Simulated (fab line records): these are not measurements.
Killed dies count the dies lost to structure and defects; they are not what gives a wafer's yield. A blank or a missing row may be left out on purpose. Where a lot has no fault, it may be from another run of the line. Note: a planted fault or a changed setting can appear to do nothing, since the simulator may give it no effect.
Lot-split experiment ; flow n5Finfet ; 39 wafers read from 7 lots, route of 1938 steps

== THE SPLIT ==
At N5_BEOL_M11_TRENCH_ETCH_37 (etches SiCOH lowk in C4F6/O2, target depth 148.83 nm, time 48 s), the setting targetDepthA was moved away from the recipe's 1488.3 angstrom on 12 of the 39 wafers read, by -47.4% to +51.9%. This setting was run at the recipe's value on the other wafers.

== FROM THE SPLIT TO THE READING: what the file shows between them, 11 steps ==
- N5_BEOL_M11_ETCH_41: etches SiCN in CH3F/O2, target depth 42.6 nm, time 86 s
- N5_BEOL_M11_STRIP_77: strips in N2/H2, time 10 s
- N5_BEOL_M11_OCD_MEAS_38
- N5_BEOL_M11_HM_STRIP_39: strips TiN in peroxide tin strip, target depth 25 nm, time 158 s
- N5_BEOL_M11_SRD_40: time 30 s
- N5_BEOL_M11_ECD_50: material Cu, target thk 318 nm
- N5_BEOL_M11_ANNEAL_51: time 90 s
- N5_BEOL_M11_CMP_52: polishes, stops on SiCOH lowk, t overpolish 7 s, target thk 140 nm
- N5_BEOL_M11_THK_MEAS_53: measures by xrf
- N5_BEOL_M11_PRE_CLEAN_55: time 15 s
- N5_BEOL_M11_DEP_56: deposits SiCN from 3MS/NH3, target thk 30 nm, time 10.5 s

== THE READING ==
M11_RS, in ohm/sq, at N5_BEOL_M11_RS_MEAS_57 (measures by four-point-probe). A value of 0.151 ohm/sq with a standard deviation of 0.0037 ohm/sq is what fault-free wafers of this fab line usually give.

wafer;tool, chamber at the split;targetDepthA as run, angstrom;against the recipe;M11_RS, ohm/sq;against lot-mates on the recipe
L080.1;rieDiel-05, 1;782.6;-47.4%;0.354;+0.201
L080.2;rieDiel-05, 3;782.6;-47.4%;0.344;+0.191
L080.3;rieDiel-05, 2;1488.3;recipe;0.153;-
L080.4;rieDiel-05, 0;1488.3;recipe;0.152;-
L080.5;rieDiel-05, 0;782.6;-47.4%;0.348;+0.195
L080.6;rieDiel-05, 3;1488.3;recipe;0.153;-
L081.1;rieDiel-05, 3;1488.3;recipe;0.153;-
L081.2;rieDiel-05, 1;1098;-26.2%;0.216;+0.064
L081.3;rieDiel-05, 2;1488.3;recipe;0.148;-
L081.4;rieDiel-05, 0;1098;-26.2%;0.212;+0.060
L081.5;rieDiel-05, 3;1488.3;recipe;0.154;-
L081.6;rieDiel-05, 2;1098;-26.2%;0.214;+0.062
L084.1;rieDiel-04, 0;1488.3;recipe;0.149;-
L084.2;rieDiel-04, 1;1488.3;recipe;0.154;-
L084.3;rieDiel-04, 2;2261;+51.9%;0.096;-0.055
L084.4;rieDiel-04, 3;2261;+51.9%;0.092;-0.059
L084.5;rieDiel-04, 2;2261;+51.9%;0.095;-0.056
L084.6;rieDiel-04, 3;1488.3;recipe;0.150;-
L085.2;rieDiel-05, 2;1488.3;recipe;0.152;-
L085.4;rieDiel-05, 0;1488.3;recipe;0.152;-
L085.5;rieDiel-05, 3;1488.3;recipe;0.156;-
L091.1;rieDiel-04, 1;1488.3;recipe;0.157;-
L091.2;rieDiel-04, 2;1488.3;recipe;0.157;-
L091.3;rieDiel-04, 3;1488.3;recipe;0.147;-
L091.4;rieDiel-04, 0;1488.3;recipe;0.151;-
L091.5;rieDiel-04, 0;1488.3;recipe;0.151;-
L091.6;rieDiel-04, 3;1488.3;recipe;0.148;-
L093.1;rieDiel-01, 1;1488.3;recipe;0.148;-
L093.2;rieDiel-01, 0;1488.3;recipe;0.153;-
L093.3;rieDiel-01, 2;1488.3;recipe;0.154;-
L093.4;rieDiel-01, 3;1488.3;recipe;0.145;-
L093.5;rieDiel-01, 2;1488.3;recipe;0.152;-
L093.6;rieDiel-01, 3;1488.3;recipe;0.146;-
L097.1;rieDiel-01, 2;1488.3;recipe;0.151;-
L097.2;rieDiel-01, 1;1069;-28.2%;0.222;+0.073
L097.3;rieDiel-01, 3;1069;-28.2%;0.216;+0.067
L097.4;rieDiel-01, 0;1488.3;recipe;0.151;-
L097.5;rieDiel-01, 3;1488.3;recipe;0.145;-
L097.6;rieDiel-01, 0;1069;-28.2%;0.227;+0.078

FIT RESULTS
A straight line over all 39 wafers: M11_RS changes by -0.00239 ohm/sq for each +1% of targetDepthA; r = -0.88; the points scatter about the line by 0.028 ohm/sq.
The same after taking each lot's own level away (the mean of its wafers on the recipe; 39 wafers): -0.00238 ohm/sq for each +1%; r = -0.89; scatter 0.028 ohm/sq.
The reading moves by 0.12 ohm/sq for the largest change in targetDepthA, on that fit.
Measured against the standard deviation above, the lots' own levels, which go from 0.1490 to 0.1533 ohm/sq, span 1.2 times it.
So the lot-to-lot level changes the slope little: the two slopes agree.
Check: with one of the wafers moved furthest among these (+51.9%) left out of the fit, the line predicts -0.125 ohm/sq for it against its lot-mates. It came out at -0.055 ohm/sq against them.

== THE WHOLE CHAIN: every reading that the file lists as answering this split, in the file's order ==
step;what it does;reading;change (the file's fit);r (the file's)
N5_BEOL_M11_TRENCH_ETCH_37;etches SiCOH lowk in C4F6/O2, target depth 148.83 nm, time 48 s;BEOL_M11.featureDepthNm (the simulator's own value, which no gauge read);+1.48 nm for each +1% of the setting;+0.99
N5_BEOL_M11_TRENCH_ETCH_37;etches SiCOH lowk in C4F6/O2, target depth 148.83 nm, time 48 s;etch.depthNm (the simulator's own value, which no gauge read);+1.48 nm for each +1% of the setting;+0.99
N5_BEOL_M11_TRENCH_ETCH_37;etches SiCOH lowk in C4F6/O2, target depth 148.83 nm, time 48 s;TiN_of_BEOL_M11_HM_DEP_02.thkNm (the simulator's own value, which no gauge read);-0.0424 nm for each +1% of the setting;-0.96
N5_BEOL_M11_OCD_MEAS_38;;trenchDepthNm;+1.48 nm for each +1% of the setting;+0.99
N5_BEOL_M11_CMP_52;polishes, stops on SiCOH lowk, t overpolish 7 s, target thk 140 nm;Cu_of_BEOL_M11_ECD_50.thkNm (the simulator's own value, which no gauge read);+1.48 nm for each +1% of the setting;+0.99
N5_BEOL_M11_THK_MEAS_53;measures by xrf;M11_THK;+1.54 for each +1% of the setting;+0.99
N5_BEOL_M11_RS_MEAS_57;measures by four-point-probe;M11_RS;-0.00248 for each +1% of the setting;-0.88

== FILE'S OWN FIT ==
M11_RS changes by -0.00248 ohm/sq for each +1% of targetDepthA, r = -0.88.
